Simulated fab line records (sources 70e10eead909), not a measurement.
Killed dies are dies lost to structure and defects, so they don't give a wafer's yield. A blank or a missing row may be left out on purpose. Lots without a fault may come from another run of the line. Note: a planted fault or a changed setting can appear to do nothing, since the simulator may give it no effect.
fab line records + flow nandHarc + part 2 of 2: steps 4 to 6 of 6
[record]
- lots = 22
- wafers = 66
- lastDay = 25
route steps=1159 shown A_SGD_CUT@761 A_SLIT@793 A_CONTACT@864
lots that met no fault: taken from a fault-free run of the same line
startH: the number of hours between the record's first day and the start of the first shown wafer of the lot + waitH: hours from the lot's prior step to this one + " as in the row above + L1.1+2: a row that stands for several wafers + - no value present, or no start provided + * or withheld: withheld + < > ~ a bound
route shown NAME@n: a module of which the file shows steps, and the number in the route of the first + usual: the fault-free wafers' mean and standard deviation + same: alike in all rows + chamber/n: place in a boat + sites: per-site readings + _std_site: the standard deviation of these + _edge_site: mean of outer sites minus mean of inner sites + radiusMm: for every site, how far away it sits from the centre of the wafer + mask NAME#n: copy n + behind: the tool/chamber that last shaped the wafer + hold: why the lot went on hold/how many hours it stayed there/how the hold came to an end + device: the transistor (n, p or np) that didn't switch + end of line: at the end of the route, the tests of the same wafers + a step without rows: its recipe alone + killed: the dies lost at the first sort to structure and to defects; this is not the yield of the wafer + map: a wafer's dies, x killed, . not, _ none there
set.NAME: the setting that was run; set.NAME@STEP: the one run at that earlier step + model.NAME: the simulator's own value behind a step, which no gauge read
route steps across a sampled set of lots; one table per step, one row per wafer
services: a tool's chamber out of use, with start hour (startH, from the record's first day; less than 0 if before it), hours out, and reason
[[steps]]
[step NHARC_A_SLIT_DESCUM_14]
[recipe]
- timeS = 3
- o2FlowSccm = 200
- arFlowSccm = 0
- biasPowerW = 0
- chemistry = O2
[usual]
- drypumpMotorCurrentA = 5.7/0.53
- oesProductAu = 1.002/0.012
- rfVppV = 57.8/0.9
- showerheadPlenumPTorr = 1.91/0.063
- throttleValvePct = 11.311/0.0089
| lot.wafer | tool       | chamber | startH | waitH | drypumpMotorCurrentA | oesProductAu | rfHoursCounterH | rfVppV | showerheadPlenumPTorr | throttleValvePct |
|-----------|------------|---------|--------|-------|----------------------|--------------|-----------------|--------|-----------------------|------------------|
| L075.4    | rieDiel-12 | 0       | 329.92 | 0.1   | 6.0                  | 1.023        | 9               | 58.6   | 1.96                  | 11.320           |
| L075.5    | "          | 0       | "      | "     | 5.9                  | 1.019        | -               | 58.2   | 1.96                  | 11.314           |
| L075.6    | "          | 1       | "      | "     | 6.5                  | 1.013        | -               | 57.6   | 1.99                  | 11.322           |
| L076.1    | rieDiel-07 | 3       | 330.08 | 0.1   | 5.9                  | 1.002        | 8               | 58.7   | 1.85                  | 11.297           |
| L076.4    | "          | 1       | "      | "     | 5.6                  | 1.003        | 7               | 60.1   | 1.90                  | 11.310           |
| L076.6    | "          | 0       | "      | "     | 5.2                  | 1.003        | -               | 59.0   | 2.01                  | 11.327           |
| L078.3    | rieDiel-07 | 1       | 330.24 | 0.1   | 5.6                  | 0.994        | 7               | 56.1   | 1.90                  | 11.321           |
| L078.6    | "          | 1       | "      | "     | 5.6                  | 0.997        | -               | 57.6   | 1.90                  | 11.304           |
| L078.5    | "          | 2       | "      | "     | 6.0                  | 0.982        | -               | 55.5   | 1.81                  | 11.322           |
| L079.2    | rieDiel-07 | 2       | 341.87 | 0.1   | 6.0                  | 0.981        | 8               | 58.1   | 1.81                  | 11.304           |
| L079.1    | "          | 0       | "      | "     | 5.2                  | 1.006        | 8               | 58.5   | 2.01                  | 11.310           |
| L079.5    | "          | 1       | "      | "     | 5.6                  | 0.994        | -               | 58.0   | 1.90                  | 11.331           |
| L077.3    | rieDiel-12 | 2       | 342.71 | 0.1   | 5.0                  | 1.017        | 9               | 57.2   | 1.88                  | 11.310           |
| L077.5    | "          | 2       | "      | "     | 5.0                  | 1.018        | -               | 57.6   | 1.88                  | 11.317           |
| L077.6    | "          | 3       | "      | "     | 6.2                  | 1.006        | -               | 57.9   | 1.89                  | 11.315           |
| L082.4    | rieDiel-06 | 1       | 373.03 | 0.1   | 5.7                  | 1.010        | 8               | 56.0   | 1.81                  | 11.308           |
| L082.3    | "          | 2       | "      | "     | 6.1                  | 0.999        | 8               | 58.2   | 1.83                  | 11.323           |
| L082.5    | "          | 1       | "      | "     | 5.7                  | 1.001        | -               | 58.8   | 1.81                  | 11.302           |
| L081.1    | rieDiel-12 | 3       | 373.74 | 0.1   | 6.2                  | 1.006        | 12              | 57.2   | 1.89                  | 11.302           |
| L081.5    | "          | 2       | "      | "     | 4.9                  | 1.017        | -               | 57.1   | 1.88                  | 11.322           |
| L081.4    | "          | 3       | "      | "     | 6.2                  | 1.007        | -               | 57.4   | 1.89                  | 11.306           |
| L085.1    | rieDiel-06 | 3       | 384.80 | 0.1   | 5.2                  | 1.007        | 9               | 56.9   | 1.97                  | 11.304           |
| L085.3    | "          | 0       | "      | "     | 5.0                  | 1.019        | 10              | 58.2   | 1.94                  | 11.323           |
| L085.2    | "          | 1       | "      | "     | 5.8                  | 1.018        | 9               | 56.7   | 1.81                  | 11.306           |
| L084.1    | rieDiel-06 | 2       | 385.48 | 0.1   | 6.1                  | 0.985        | 9               | 58.6   | 1.83                  | 11.328           |
| L084.2    | "          | 3       | "      | "     | 5.2                  | 1.003        | 10              | 58.8   | 1.96                  | 11.296           |
| L084.6    | "          | 3       | "      | "     | 5.2                  | 1.006        | -               | 58.1   | 1.96                  | 11.306           |
| L083.2    | rieDiel-06 | 2       | 386.89 | 0.1   | 6.1                  | 1.002        | 10              | 58.3   | 1.83                  | 11.319           |
| L083.3    | "          | 1       | "      | "     | 5.7                  | 1.022        | 10              | 56.9   | 1.81                  | 11.315           |
| L083.5    | "          | 3       | "      | "     | 5.2                  | 1.010        | -               | 58.4   | 1.97                  | 11.304           |
| L086.1    | rieDiel-12 | 3       | 392.58 | 0.1   | 6.2                  | 0.998        | 0               | 59.1   | 1.89                  | 11.304           |
| L086.2    | "          | 1       | "      | "     | 6.5                  | 0.994        | 0               | 59.5   | 1.99                  | 11.312           |
| L086.6    | "          | 2       | "      | "     | 5.0                  | 1.018        | -               | 57.3   | 1.88                  | 11.301           |
| L087.4    | rieDiel-07 | 3       | 392.72 | 0.1   | 5.9                  | 1.019        | 10              | 58.0   | 1.85                  | 11.308           |
| L087.1    | "          | 2       | "      | "     | 6.0                  | 0.984        | 10              | 57.2   | 1.81                  | 11.312           |
| L087.6    | "          | 3       | "      | "     | 5.9                  | 1.008        | -               | 57.7   | 1.85                  | 11.316           |
| L090.2    | rieDiel-12 | 1       | 397.97 | 0.1   | 6.5                  | 0.986        | 1               | 57.7   | 1.99                  | 11.309           |
| L090.3    | "          | 2       | "      | "     | 5.0                  | 1.008        | 1               | 56.7   | 1.88                  | 11.311           |
| L090.6    | "          | 1       | "      | "     | 6.5                  | 0.982        | -               | 58.1   | 1.99                  | 11.307           |
| L088.1    | rieDiel-06 | 2       | 398.21 | 0.1   | 6.1                  | 0.999        | 11              | 56.6   | 1.83                  | 11.320           |
| L088.3    | "          | 0       | "      | "     | 5.0                  | 1.018        | 12              | 57.6   | 1.94                  | 11.308           |
| L088.5    | "          | 1       | "      | "     | 5.7                  | 1.003        | -               | 57.1   | 1.81                  | 11.308           |
| L089.1    | rieDiel-12 | 0       | 419.69 | 0.1   | 5.9                  | 0.993        | 2               | 58.9   | 1.96                  | 11.319           |
| L089.4    | "          | 2       | "      | "     | 5.0                  | 1.000        | 2               | 58.2   | 1.88                  | 11.315           |
| L089.5    | "          | 1       | "      | "     | 6.5                  | 1.000        | -               | 57.6   | 1.99                  | 11.313           |
| L094.3    | rieDiel-07 | 3       | 424.66 | 0.1   | 5.9                  | 0.980        | 1               | 57.3   | 1.85                  | 11.316           |
| L094.2    | "          | 1       | "      | "     | 5.6                  | 1.012        | 1               | 57.7   | 1.90                  | 11.311           |
| L094.5    | "          | 0       | "      | "     | 5.2                  | 0.988        | -               | 58.3   | 2.01                  | 11.316           |
| L091.3    | rieDiel-12 | 3       | 424.81 | 0.1   | 6.2                  | 1.006        | 3               | 57.9   | 1.89                  | 11.306           |
| L091.2    | "          | 0       | "      | "     | 6.0                  | 1.000        | 3               | 58.2   | 1.96                  | 11.296           |
| L091.5    | "          | 2       | "      | "     | 4.9                  | 0.998        | -               | 58.6   | 1.88                  | 11.287           |
| L092.3    | rieDiel-12 | 1       | 424.98 | 0.1   | 6.5                  | 0.992        | 3               | 57.7   | 1.99                  | 11.316           |
| L092.5    | "          | 2       | "      | "     | 5.0                  | 1.005        | -               | 58.3   | 1.88                  | 11.316           |
| L092.6    | "          | 3       | "      | "     | 6.2                  | 1.011        | -               | 57.4   | 1.89                  | 11.335           |
| L093.2    | rieDiel-12 | 2       | 446.64 | 0.1   | 5.0                  | 1.001        | 5               | 58.8   | 1.88                  | 11.317           |
| L093.4    | "          | 3       | "      | "     | 6.2                  | 1.008        | 5               | 56.9   | 1.89                  | 11.320           |
| L093.5    | "          | 1       | "      | "     | 6.5                  | 0.986        | -               | 58.7   | 1.99                  | 11.312           |
| L095.3    | rieDiel-06 | 0       | 463.63 | 0.1   | 5.0                  | 1.003        | 3               | 57.1   | 1.94                  | 11.308           |
| L095.1    | "          | 1       | "      | "     | 5.7                  | 0.985        | 2               | 56.4   | 1.80                  | 11.306           |
| L095.5    | "          | 3       | "      | "     | 5.2                  | 1.011        | -               | 57.8   | 1.96                  | 11.313           |
| L096.3    | rieDiel-12 | 1       | 464.53 | 0.1   | 6.5                  | 0.993        | 7               | 57.6   | 1.99                  | 11.310           |
| L096.5    | "          | 2       | "      | "     | 5.0                  | 0.994        | -               | 57.7   | 1.88                  | 11.311           |
| L096.6    | "          | 3       | "      | "     | 6.3                  | 1.006        | -               | 58.3   | 1.89                  | 11.292           |
| L097.1    | rieDiel-07 | 1       | 465.30 | 0.1   | 5.6                  | 0.987        | 2               | 59.3   | 1.90                  | 11.327           |
| L097.5    | "          | 2       | "      | "     | 6.0                  | 0.976        | -               | 58.4   | 1.81                  | 11.325           |
| L097.6    | "          | 3       | "      | "     | 5.8                  | 0.999        | -               | 58.8   | 1.85                  | 11.293           |
[step NHARC_A_SLIT_STRIP_18]
[recipe]
- o2FlowSccm = 500
- arFlowSccm = 0
- biasW = 0
- chemistry = O2
[usual]
- drypumpMotorCurrentA = 5.7/0.5
- oesProductAu = 0.999/0.012
- rfVppV = 57.8/0.84
- showerheadPlenumPTorr = 3.51/0.11
- throttleValvePct = 17.035/0.009
| lot.wafer | tool       | chamber | startH | waitH | drypumpMotorCurrentA | oesProductAu | rfHoursCounterH | rfVppV | showerheadPlenumPTorr | throttleValvePct |
|-----------|------------|---------|--------|-------|----------------------|--------------|-----------------|--------|-----------------------|------------------|
| L075.4    | rieDiel-12 | 2       | -      | -     | 5.0                  | 1.009        | 8               | 55.6   | 3.47                  | 17.050           |
| L075.6    | "          | 3       | "      | "     | 6.2                  | 0.997        | -               | 58.6   | 3.49                  | 17.030           |
| L075.5    | "          | 0       | "      | "     | 6.0                  | 1.006        | -               | 58.0   | 3.61                  | 17.040           |
| L076.4    | rieDiel-07 | 0       | -      | -     | 5.2                  | 0.999        | 8               | 56.8   | 3.69                  | 17.030           |
| L076.1    | "          | 2       | "      | "     | 6.0                  | 0.984        | 8               | 58.1   | 3.35                  | 17.019           |
| L076.6    | "          | 1       | "      | "     | 5.6                  | 0.986        | -               | 58.8   | 3.51                  | 17.034           |
| L078.3    | rieDiel-12 | 3       | -      | -     | 6.3                  | 0.998        | 9               | 57.4   | 3.49                  | 17.031           |
| L078.5    | "          | 2       | "      | "     | 5.0                  | 1.007        | -               | 56.9   | 3.47                  | 17.037           |
| L078.6    | "          | 3       | "      | "     | 6.3                  | 1.000        | -               | 58.3   | 3.49                  | 17.033           |
| L079.1    | rieDiel-07 | 1       | -      | -     | 5.6                  | 0.997        | 8               | 57.5   | 3.50                  | 17.032           |
| L079.2    | "          | 2       | "      | "     | 6.0                  | 0.980        | 9               | 57.9   | 3.35                  | 17.039           |
| L079.5    | "          | 2       | "      | "     | 6.0                  | 0.992        | -               | 57.4   | 3.35                  | 17.036           |
| L077.3    | rieDiel-12 | 3       | -      | -     | 6.2                  | 1.002        | 10              | 56.6   | 3.49                  | 17.030           |
| L077.5    | "          | 1       | "      | "     | 6.5                  | 1.015        | -               | 59.8   | 3.66                  | 17.052           |
| L077.6    | "          | 2       | "      | "     | 5.0                  | 1.006        | -               | 58.2   | 3.47                  | 17.034           |
| L082.3    | rieDiel-12 | 2       | -      | -     | 5.0                  | 1.007        | 11              | 56.8   | 3.47                  | 17.032           |
| L082.5    | "          | 1       | "      | "     | 6.5                  | 1.012        | -               | 59.1   | 3.66                  | 17.025           |
| L082.4    | "          | 2       | "      | "     | 5.0                  | 1.018        | -               | 57.7   | 3.47                  | 17.035           |
| L081.4    | rieDiel-06 | 3       | -      | -     | 5.2                  | 1.005        | 9               | 56.9   | 3.62                  | 17.046           |
| L081.1    | "          | 0       | "      | "     | 5.0                  | 1.000        | 9               | 59.1   | 3.58                  | 17.048           |
| L081.5    | "          | 3       | "      | "     | 5.2                  | 1.004        | -               | 57.1   | 3.62                  | 17.037           |
| L085.1    | rieDiel-07 | 2       | -      | -     | 6.0                  | 0.981        | 10              | 57.7   | 3.35                  | 17.035           |
| L085.2    | "          | 3       | "      | "     | 5.9                  | 0.996        | 10              | 57.4   | 3.42                  | 17.027           |
| L085.3    | "          | 0       | "      | "     | 5.2                  | 1.005        | 10              | 58.7   | 3.69                  | 17.027           |
| L084.1    | rieDiel-12 | 1       | -      | -     | 6.5                  | 0.985        | 0               | 57.3   | 3.66                  | 17.039           |
| L084.2    | "          | 3       | "      | "     | 6.2                  | 1.006        | 0               | 57.4   | 3.49                  | 17.020           |
| L084.6    | "          | 1       | "      | "     | 6.5                  | 0.986        | -               | 57.8   | 3.66                  | 17.041           |
| L083.3    | rieDiel-12 | 2       | -      | -     | 4.9                  | 1.018        | 0               | 58.0   | 3.47                  | 17.048           |
| L083.2    | "          | 3       | "      | "     | 6.2                  | 1.004        | 0               | 57.8   | 3.49                  | 17.036           |
| L083.5    | "          | 0       | "      | "     | 6.0                  | 0.998        | -               | 59.9   | 3.61                  | 17.037           |
| L086.1    | rieDiel-07 | 1       | -      | -     | 5.6                  | 0.997        | 10              | 57.6   | 3.50                  | 17.048           |
| L086.2    | "          | 2       | "      | "     | 6.0                  | 0.994        | 11              | 56.9   | 3.35                  | 17.042           |
| L086.6    | "          | 0       | "      | "     | 5.2                  | 1.012        | -               | 58.0   | 3.69                  | 17.040           |
| L087.4    | rieDiel-12 | 2       | -      | -     | 5.0                  | 1.013        | 1               | 58.5   | 3.47                  | 17.027           |
| L087.1    | "          | 0       | "      | "     | 6.0                  | 0.979        | 0               | 56.9   | 3.61                  | 17.036           |
| L087.6    | "          | 2       | "      | "     | 5.0                  | 1.010        | -               | 58.3   | 3.47                  | 17.035           |
| L090.2    | rieDiel-07 | 2       | -      | -     | 6.0                  | 0.988        | 11              | 58.1   | 3.35                  | 17.022           |
| L090.3    | "          | 3       | "      | "     | 5.9                  | 1.013        | 11              | 57.0   | 3.42                  | 17.047           |
| L090.6    | "          | 2       | "      | "     | 6.0                  | 0.975        | -               | 59.3   | 3.35                  | 17.038           |
| L088.3    | rieDiel-12 | 3       | -      | -     | 6.2                  | 1.004        | 1               | 57.0   | 3.49                  | 17.036           |
| L088.1    | "          | 0       | "      | "     | 5.9                  | 0.986        | 1               | 56.7   | 3.61                  | 17.037           |
| L088.5    | "          | 2       | "      | "     | 5.0                  | 1.008        | -               | 58.6   | 3.47                  | 17.025           |
| L089.4    | rieDiel-07 | 1       | -      | -     | 5.6                  | 0.998        | 1               | 56.8   | 3.50                  | 17.026           |
| L089.1    | "          | 2       | "      | "     | 6.0                  | 0.981        | 0               | 57.7   | 3.35                  | 17.033           |
| L089.5    | "          | 1       | "      | "     | 5.6                  | 0.996        | -               | 58.3   | 3.50                  | 17.030           |
| L094.3    | rieDiel-12 | 1       | -      | -     | 6.5                  | 0.980        | 3               | 58.9   | 3.66                  | 17.039           |
| L094.2    | "          | 3       | "      | "     | 6.2                  | 1.013        | 4               | 56.9   | 3.49                  | 17.032           |
| L094.5    | "          | 1       | "      | "     | 6.5                  | 0.992        | -               | 58.2   | 3.66                  | 17.059           |
| L091.2    | rieDiel-07 | 2       | -      | -     | 6.0                  | 1.001        | 1               | 56.8   | 3.35                  | 17.036           |
| L091.3    | "          | 1       | "      | "     | 5.6                  | 0.999        | 1               | 57.6   | 3.50                  | 17.051           |
| L091.5    | "          | 2       | "      | "     | 6.0                  | 0.993        | -               | 58.4   | 3.35                  | 17.046           |
| L092.3    | rieDiel-12 | 1       | -      | -     | 6.5                  | 0.993        | 3               | 57.4   | 3.66                  | 17.033           |
| L092.5    | "          | 2       | "      | "     | 5.0                  | 1.006        | -               | 56.5   | 3.47                  | 17.043           |
| L092.6    | "          | 3       | "      | "     | 6.3                  | 1.012        | -               | 56.4   | 3.49                  | 17.051           |
| L093.4    | rieDiel-07 | 2       | -      | -     | 6.0                  | 0.991        | 2               | 55.6   | 3.35                  | 17.037           |
| L093.2    | "          | 3       | "      | "     | 5.9                  | 1.000        | 2               | 58.5   | 3.42                  | 17.036           |
| L093.5    | "          | 0       | "      | "     | 5.2                  | 0.987        | -               | 57.2   | 3.69                  | 17.021           |
| L095.3    | rieDiel-07 | 0       | -      | -     | 5.2                  | 0.990        | 3               | 56.6   | 3.69                  | 17.035           |
| L095.1    | "          | 3       | "      | "     | 5.9                  | 0.990        | 3               | 58.8   | 3.42                  | 17.027           |
| L095.5    | "          | 1       | "      | "     | 5.6                  | 1.005        | -               | 57.6   | 3.50                  | 17.055           |
| L096.3    | rieDiel-06 | 1       | -      | -     | 5.8                  | 0.974        | 3               | 58.3   | 3.34                  | 17.026           |
| L096.6    | "          | 0       | "      | "     | 5.0                  | 1.008        | -               | 58.7   | 3.57                  | 17.029           |
| L096.5    | "          | 1       | "      | "     | 5.7                  | 0.982        | -               | 57.8   | 3.34                  | 17.044           |
| L097.1    | rieDiel-06 | 2       | -      | -     | 6.1                  | 0.985        | 3               | 58.0   | 3.38                  | 17.024           |
| L097.5    | "          | 1       | "      | "     | 5.8                  | 0.984        | -               | 59.1   | 3.34                  | 17.045           |
| L097.6    | "          | 2       | "      | "     | 6.1                  | 0.984        | -               | 58.7   | 3.38                  | 17.035           |
[step NHARC_A_CONTACT_ETCH_113]
[recipe]
- sourceW = withheld
- pressureMtorr = 20
- biasV = 3000
- timeS = 94
- targetDepthA = 9220
- arFlowSccm = withheld
- c4f8FlowSccm = withheld
- o2FlowSccm = withheld
- chemistry = C4F8/O2/Ar
| lot.wafer | tool          | chamber | startH | waitH | rfHoursCounterH |
|-----------|---------------|---------|--------|-------|-----------------|
| L078.3    | harCapEtch-02 | 1       | 378.09 | 0.1   | -               |
| L078.5    | "             | 0       | "      | "     | -               |
| L078.6    | "             | 1       | "      | "     | -               |
| L075.4    | harCapEtch-03 | 1       | 379.03 | 0.1   | -               |
| L075.5    | "             | 0       | "      | "     | -               |
| L075.6    | "             | 1       | "      | "     | -               |
| L076.1    | harCapEtch-02 | 0       | 383.71 | 0.1   | 11              |
| L076.4    | "             | 0       | "      | "     | -               |
| L076.6    | "             | 0       | "      | "     | -               |
| L079.2    | harCapEtch-01 | 0       | 390.54 | 0.1   | 59              |
| L079.1    | "             | 1       | "      | "     | 59              |
| L079.5    | "             | 0       | "      | "     | -               |
| L077.3    | harCapEtch-02 | 1       | 396.46 | 0.1   | -               |
| L077.6    | "             | 0       | "      | "     | -               |
| L077.5    | "             | 1       | "      | "     | -               |
| L082.4    | harCapEtch-03 | 0       | 419.55 | 0.1   | -               |
| L082.3    | "             | 1       | "      | "     | -               |
| L082.5    | "             | 1       | "      | "     | -               |
| L081.1    | harCapEtch-02 | 1       | 419.68 | 0.1   | 17              |
| L081.4    | "             | 1       | "      | "     | -               |
| L081.5    | "             | 1       | "      | "     | -               |
| L084.2    | harCapEtch-01 | 0       | 431.08 | 0.1   | 63              |
| L084.1    | "             | 1       | "      | "     | 63              |
| L084.6    | "             | 1       | "      | "     | -               |
| L085.2    | harCapEtch-02 | 1       | 433.70 | 0.1   | 20              |
| L085.1    | "             | 0       | "      | "     | 20              |
| L085.3    | "             | 1       | "      | "     | -               |
| L086.2    | harCapEtch-03 | 0       | 436.33 | 0.1   | 94              |
| L086.1    | "             | 1       | "      | "     | 94              |
| L086.6    | "             | 0       | "      | "     | -               |
| L083.2    | harCapEtch-01 | 1       | 437.46 | 0.1   | 65              |
| L083.3    | "             | 1       | "      | "     | -               |
| L083.5    | "             | 1       | "      | "     | -               |
| L087.1    | harCapEtch-01 | 1       | 441.38 | 0.1   | 67              |
| L087.4    | "             | 0       | "      | "     | -               |
| L087.6    | "             | 1       | "      | "     | -               |
| L088.1    | harCapEtch-02 | 1       | 446.75 | 0.1   | 24              |
| L088.3    | "             | 0       | "      | "     | -               |
| L088.5    | "             | 1       | "      | "     | -               |
| L090.2    | harCapEtch-03 | 1       | 447.38 | 0.1   | 98              |
| L090.3    | "             | 0       | "      | "     | -               |
| L090.6    | "             | 1       | "      | "     | -               |
| L089.1    | harCapEtch-01 | 1       | 464.48 | 0.1   | 73              |
| L089.4    | "             | 1       | "      | "     | -               |
| L089.5    | "             | 0       | "      | "     | -               |
| L094.2    | harCapEtch-03 | 0       | 471.00 | 0.1   | 101             |
| L094.3    | "             | 0       | "      | "     | -               |
| L094.5    | "             | 0       | "      | "     | -               |
| L091.2    | harCapEtch-01 | 0       | 474.62 | 0.1   | 74              |
| L091.3    | "             | 0       | "      | "     | -               |
| L091.5    | "             | 0       | "      | "     | -               |
| L092.3    | harCapEtch-03 | 0       | 477.39 | 0.1   | -               |
| L092.5    | "             | 1       | "      | "     | -               |
| L092.6    | "             | 0       | "      | "     | -               |
| L093.2    | harCapEtch-02 | 0       | 494.67 | 0.1   | 32              |
| L093.4    | "             | 1       | "      | "     | -               |
| L093.5    | "             | 1       | "      | "     | -               |
| L097.1    | harCapEtch-02 | 0       | 509.65 | 0.1   | 33              |
| L097.6    | "             | 1       | "      | "     | -               |
| L097.5    | "             | 0       | "      | "     | -               |
| L095.1    | harCapEtch-03 | 0       | 514.94 | 0.1   | 107             |
| L095.3    | "             | 1       | "      | "     | -               |
| L095.5    | "             | 0       | "      | "     | -               |
| L096.3    | harCapEtch-01 | 1       | 516.06 | 0.1   | -               |
| L096.6    | "             | 0       | "      | "     | -               |
| L096.5    | "             | 1       | "      | "     | -               |
[[services]]
| tool          | chamber | startH | hours | kind   |
|---------------|---------|--------|-------|--------|
| harCapEtch-02 | -       | 305.00 | 17.0  | pm     |
| rieDiel-01    | -       | 314.80 | 9.0   | pm     |
| rieDiel-04    | 0       | 317.68 | 2.6   | repair |
| rieDiel-11    | 0       | 320.51 | 2.8   | repair |
| rieDiel-11    | 0       | 336.20 | 3.0   | repair |
| rieDiel-11    | 3       | 355.45 | 3.2   | repair |
| rieDiel-11    | -       | 366.50 | 9.0   | pm     |
| rieDiel-12    | 0       | 369.42 | 7.2   | repair |
| rieDiel-12    | -       | 379.43 | 9.0   | pm     |
| rieDiel-07    | -       | 405.20 | 9.0   | pm     |
| rieDiel-01    | 0       | 417.19 | 1.7   | repair |
| rieDiel-06    | -       | 418.20 | 9.0   | pm     |
| rieDiel-11    | 0       | 426.00 | 19.1  | repair |
| rieDiel-04    | 1       | 436.02 | 14.3  | repair |
| rieDiel-01    | 0       | 443.66 | 13.7  | repair |
| rieDiel-06    | -       | 445.41 | 0.3   | repair |
| rieDiel-07    | -       | 450.29 | 0.4   | repair |
| rieDiel-12    | 0       | 456.85 | 7.4   | repair |
| rieDiel-01    | 1       | 457.88 | 3.1   | repair |
| rieDiel-04    | -       | 465.90 | 9.0   | pm     |
| rieDiel-01    | -       | 491.80 | 9.0   | pm     |
| rieDiel-07    | 2       | 492.87 | 3.4   | repair |
| rieDiel-12    | 3       | 500.90 | 7.7   | repair |
| rieDiel-04    | -       | 503.97 | 1.7   | repair |
